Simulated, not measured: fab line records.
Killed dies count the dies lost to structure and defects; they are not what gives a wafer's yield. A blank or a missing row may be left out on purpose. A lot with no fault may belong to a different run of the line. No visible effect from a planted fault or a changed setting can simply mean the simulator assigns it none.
The tool behind it: which one? + flow nand-harc + Sampling: 11 lots, 33 wafers, 7 of 1302 route steps

## WHAT THE GAUGES SHOWED, per wafer
NHARC_P_GATE_CD_MEAS_46 targets a cd of 720 nm. Usual: 721.7 nm for cd-nm, sd 1.7.
| lot  | measured     | on        | cd-nm (nm)        | flag |
|------|--------------|-----------|-------------------|------|
| L820 | day 5 19:14  | cd-sem-02 | 722.0 720.7 720.0 |      |
| L823 | day 7 02:43  | cd-sem-03 | 720.9 720.5 721.6 |      |
| L824 | day 7 04:55  | cd-sem-01 | 723.0 724.7 723.4 |      |
| L825 | day 7 17:45  | cd-sem-03 | 717.3 716.0 718.4 |      |
| L826 | day 8 11:07  | cd-sem-02 | - - -             | OFF  |
| L827 | day 8 09:39  | cd-sem-02 | - - -             | OFF  |
| L831 | day 10 07:40 | cd-sem-03 | 721.0 719.8 720.5 |      |
| L838 | day 12 22:32 | cd-sem-01 | 720.4 720.0 721.9 |      |
| L839 | day 13 09:54 | cd-sem-02 | 719.3 721.4 720.5 |      |
| L841 | day 14 09:23 | cd-sem-03 | 723.5 720.0 722.6 |      |
| L842 | day 14 17:22 | cd-sem-03 | 723.6 724.2 719.1 |      |

NHARC_P_GATE_CD_MEAS_59 targets a cd of 720 nm. Usual: 721.8 nm for cd-nm, sd 2.6.
| lot  | measured     | on        | cd-nm (nm)        | flag |
|------|--------------|-----------|-------------------|------|
| L820 | day 5 20:59  | cd-sem-03 | 720.3 723.4 725.3 |      |
| L823 | day 7 04:29  | cd-sem-01 | 717.5 720.5 723.0 |      |
| L824 | day 7 06:33  | cd-sem-01 | 719.7 720.4 723.3 |      |
| L825 | day 7 19:23  | cd-sem-01 | 723.8 721.9 716.4 |      |
| L826 | day 8 12:52  | cd-sem-01 | 723.7 721.9 721.7 |      |
| L827 | day 8 11:26  | cd-sem-03 | 722.5 718.2 724.8 |      |
| L831 | day 10 09:27 | cd-sem-01 | 725.0 719.5 720.3 |      |
| L838 | day 13 00:18 | cd-sem-01 | 722.7 717.6 722.6 |      |
| L839 | day 13 11:40 | cd-sem-01 | 719.9 720.1 720.8 |      |
| L841 | day 14 11:01 | cd-sem-01 | 724.0 725.4 723.3 |      |
| L842 | day 14 19:08 | cd-sem-03 | 723.0 723.9 724.5 |      |

NHARC_P_GATE_INSPECT_68. Usual: 197 for raw-defect-count, sd 71.
| lot  | measured     | on                | raw-defect-count | flag |
|------|--------------|-------------------|------------------|------|
| L820 | day 6 01:48  | defect-inspect-01 | 156 156 138      |      |
| L823 | day 7 09:14  | defect-inspect-02 | 153 177 188      |      |
| L824 | day 7 11:29  | defect-inspect-02 | 90 174 236       |      |
| L825 | day 8 00:11  | defect-inspect-02 | 159 203 84       |      |
| L826 | day 8 17:42  | defect-inspect-02 | 1309 1338 1216   | OFF  |
| L827 | day 8 16:17  | defect-inspect-02 | 1216 1301 1255   | OFF  |
| L831 | day 10 14:26 | defect-inspect-02 | 183 201 133      |      |
| L838 | day 13 04:59 | defect-inspect-02 | 138 120 240      |      |
| L839 | day 13 16:26 | defect-inspect-02 | 131 183 225      |      |
| L841 | day 14 15:40 | defect-inspect-01 | 143 176 183      |      |
| L842 | day 15 00:16 | defect-inspect-01 | 196 150 128      |      |

NHARC_END_SORT_01. Usual: killed-at-array 54, standard deviation 21; killed-at-other 0.9, standard deviation 1.1; killed-at-periphery 3.5, standard deviation 2.5; killed-dies 58, standard deviation 21; killed-open 3.3, standard deviation 1.9; killed-short 2.6, standard deviation 1.8.
| lot  | measured     | on        | killed-at-array | killed-at-other | killed-at-periphery | killed-dies | killed-open | killed-short | flag |
|------|--------------|-----------|-----------------|-----------------|---------------------|-------------|-------------|--------------|------|
| L826 | day 27 16:41 | prober-02 | 67 78 96        | 1 0 1           | 609 599 580         | 677 677 677 | 2 3 6       | 3 5 1        | OFF  |
| L827 | day 27 07:18 | prober-02 | 33 33 44        | 0 2 0           | 644 642 633         | 677 677 677 | 1 2 5       | 5 2 1        | OFF  |

## WHAT TOOL EACH LOT RAN ON (gives the tool, then ch and the chambers of the sampled wafers, and finally the start)
| lot  | NHARC_P_GATE_ETCH_114                         | NHARC_P_GATE_ETCH_32             | NHARC_P_GATE_EXPOSE_43            |
|------|-----------------------------------------------|----------------------------------|-----------------------------------|
| L820 | rie-diel-12 ch 0,1,2, day 5 08:05 or earlier  | rie-si-04 ch 0,1,3, day 5 08:05  | krf-scanner-01 ch 0, day 5 19:04  |
| L823 | rie-diel-08 ch 0,1,2, day 6 13:29 or earlier  | rie-si-02 ch 0,1,2, day 6 13:29  | krf-scanner-02 ch 0, day 7 02:34  |
| L824 | rie-diel-02 ch 0,3, day 6 17:46 or earlier    | rie-si-04 ch 0,2, day 6 17:46    | krf-scanner-02 ch 0, day 7 04:46  |
| L825 | rie-diel-12 ch 0,1,3, day 7 06:25 or earlier  | rie-si-04 ch 0,1,2, day 7 06:25  | krf-scanner-03 ch 0, day 7 17:36  |
| L826 | rie-diel-02 ch 0,2,3, day 7 21:52 or earlier  | rie-si-05 ch 0,1,2, day 7 21:52  | krf-scanner-02, day 8 10:58       |
| L827 | rie-diel-12 ch 0,2,3, day 7 22:17 or earlier  | rie-si-02 ch 0,1,2, day 7 22:17  | krf-scanner-02, day 8 09:29       |
| L831 | rie-diel-12 ch 0,2,3, day 9 20:31 or earlier  | rie-si-04 ch 0,2,3, day 9 20:31  | krf-scanner-01 ch 0, day 10 07:31 |
| L838 | rie-diel-02 ch 0,1, day 12 11:19 or earlier   | rie-si-02 ch 1,2, day 12 11:19   | krf-scanner-03 ch 0, day 12 22:22 |
| L839 | rie-diel-12 ch 2,3, day 12 22:42 or earlier   | rie-si-02 ch 1,2,3, day 12 22:42 | krf-scanner-03 ch 0, day 13 09:45 |
| L841 | rie-diel-12 ch 0,1, day 13 22:03 or earlier   | rie-si-04 ch 0,3, day 13 22:03   | krf-scanner-01 ch 0, day 14 09:14 |
| L842 | rie-diel-08 ch 0,2,3, day 14 06:08 or earlier | rie-si-02 ch 1,3, day 14 06:08   | krf-scanner-02 ch 0, day 14 17:13 |
- NHARC_P_GATE_ETCH_114: etches the open film in CF4/O2, target depth 30 nm, overetch 3 nm, time 16.5 s.
- NHARC_P_GATE_ETCH_32: etches the open film in HBr/Cl2, target depth 150 nm, time 100.1 s.
- NHARC_P_GATE_EXPOSE_43: exposes mask P NSD, target cd 720 nm.

## WHAT THE TOOLS THEMSELVES READ (means of the sampled wafers that have a number; where no wafer has one, the mark that the record gives instead)
NHARC_P_GATE_ETCH_114. Usual: cf4-flow-sccm 79.96 sccm, standard deviation 0.24; drypump-motor-current-A 5.5 A, standard deviation 0.39; oes-product-au 1.000 a.u., standard deviation 0.012; rf-vpp-V 197.6 V, standard deviation 1.2; showerhead-plenum-p-Torr 1.33 Torr, standard deviation 0.05; throttle-valve-pct 13.397 %, standard deviation 0.0095.
| lot  | tool        | cf4-flow-sccm (sccm) | drypump-motor-current-A (A) | oes-product-au (a.u.) | rf-vpp-V (V) | showerhead-plenum-p-Torr (Torr) | throttle-valve-pct (%) | flag |
|------|-------------|----------------------|-----------------------------|-----------------------|--------------|---------------------------------|------------------------|------|
| L820 | rie-diel-12 | 79.96                | 5.4                         | 1.008                 | 196.9        | 1.31                            | 13.393                 |      |
| L823 | rie-diel-08 | 80.03                | 5.4                         | 0.998                 | 196.7        | 1.27                            | 13.393                 |      |
| L824 | rie-diel-02 | 79.79                | 5.2                         | 1.001                 | 199.2        | 1.40                            | 13.398                 |      |
| L825 | rie-diel-12 | 79.95                | 5.6                         | 0.992                 | 197.5        | 1.31                            | 13.399                 |      |
| L826 | rie-diel-02 | 80.01                | 5.1                         | 0.996                 | 198.8        | 1.39                            | 13.395                 |      |
| L827 | rie-diel-12 | 79.95                | 5.6                         | 1.005                 | 198.4        | 1.34                            | 13.395                 |      |
| L831 | rie-diel-12 | 80.01                | 5.6                         | 1.015                 | 197.1        | 1.34                            | 13.404                 |      |
| L838 | rie-diel-02 | 80.13                | 5.5                         | 0.992                 | 198.8        | 1.37                            | 13.406                 |      |
| L839 | rie-diel-12 | 79.60                | 5.8                         | 0.993                 | 197.8        | 1.37                            | 13.396                 |      |
| L841 | rie-diel-12 | 80.12                | 5.5                         | 0.999                 | 197.0        | 1.28                            | 13.389                 |      |
| L842 | rie-diel-08 | 80.09                | 5.8                         | 0.992                 | 197.1        | 1.29                            | 13.392                 |      |

NHARC_P_GATE_ETCH_32. Usual: drypump-motor-current-A 5.64 A, standard deviation 0.26; oes-product-au 1.000 a.u., standard deviation 0.012; throttle-valve-pct 26.405 %, standard deviation 0.0093.
| lot  | tool      | drypump-motor-current-A (A) | oes-product-au (a.u.) | throttle-valve-pct (%) | flag |
|------|-----------|-----------------------------|-----------------------|------------------------|------|
| L820 | rie-si-04 | 5.45                        | 0.992                 | 26.408                 |      |
| L823 | rie-si-02 | 5.64                        | 1.002                 | 26.405                 |      |
| L824 | rie-si-04 | 5.60                        | 0.993                 | 26.403                 |      |
| L825 | rie-si-04 | 5.53                        | 0.999                 | 26.408                 |      |
| L826 | rie-si-05 | 5.76                        | 0.989                 | 26.405                 |      |
| L827 | rie-si-02 | 5.62                        | 1.007                 | 26.400                 |      |
| L831 | rie-si-04 | 5.53                        | 0.998                 | 26.407                 |      |
| L838 | rie-si-02 | 5.53                        | 1.006                 | 26.401                 |      |
| L839 | rie-si-02 | 5.75                        | 1.013                 | 26.410                 |      |
| L841 | rie-si-04 | 5.43                        | 0.985                 | 26.401                 |      |
| L842 | rie-si-02 | 5.88                        | 1.000                 | 26.401                 |      |

NHARC_P_GATE_EXPOSE_43. Usual: exposure-dose-mJ-cm2 14.813, standard deviation 0.014; focus-offset-nm -0.1 nm, standard deviation 0.51.
| lot  | tool           | exposure-dose-mJ-cm2 | focus-offset-nm (nm) | flag |
|------|----------------|----------------------|----------------------|------|
| L820 | krf-scanner-01 | 14.819               | -0.4                 |      |
| L823 | krf-scanner-02 | 14.815               | 0.5                  |      |
| L824 | krf-scanner-02 | 14.807               | 0.0                  |      |
| L825 | krf-scanner-03 | 14.784               | -0.2                 |      |
| L826 | krf-scanner-02 | -                    | -                    | OFF  |
| L827 | krf-scanner-02 | -                    | -                    | OFF  |
| L831 | krf-scanner-01 | 14.822               | -0.4                 |      |
| L838 | krf-scanner-03 | 14.823               | -0.5                 |      |
| L839 | krf-scanner-03 | 14.817               | -0.8                 |      |
| L841 | krf-scanner-01 | 14.810               | 0.4                  |      |
| L842 | krf-scanner-02 | 14.807               | -0.6                 |      |

## THE ANSWER, worked out from the rows above alone
Rule: take the mean of a lot's wafers that have a number; if it is more than 3 standard deviations from the usual mean, the lot is off. Also off: a lot with no number at a reading for which 4 or more lots have one. The other lots that the step has rows for count as sound. First the gauges in route order, then the tools' own readings, where a lot's mean is used as printed above. At the first step where some lot is off, the reading lying furthest off is the one used; lots without a number count as furthest.
Off at NHARC_P_GATE_CD_MEAS_46 (cd-nm): L826, L827. Without a number there: L826, L827.
If a tool, at a process step before that reading, ran all the lots that are off and no sound lot after the first of them, it fits. The gauges at NHARC_P_GATE_CD_MEAS_46 aren't tried: what is off there is off at NHARC_P_GATE_INSPECT_68 too, on other tools, and a gauge's error can't cause that. With no start given for some of its lots, NHARC_P_GATE_ETCH_114 uses the hours and lot order of NHARC_P_GATE_ETCH_32. Of those tried, none fits.

## WHAT THE SIMULATOR HAD INSERTED
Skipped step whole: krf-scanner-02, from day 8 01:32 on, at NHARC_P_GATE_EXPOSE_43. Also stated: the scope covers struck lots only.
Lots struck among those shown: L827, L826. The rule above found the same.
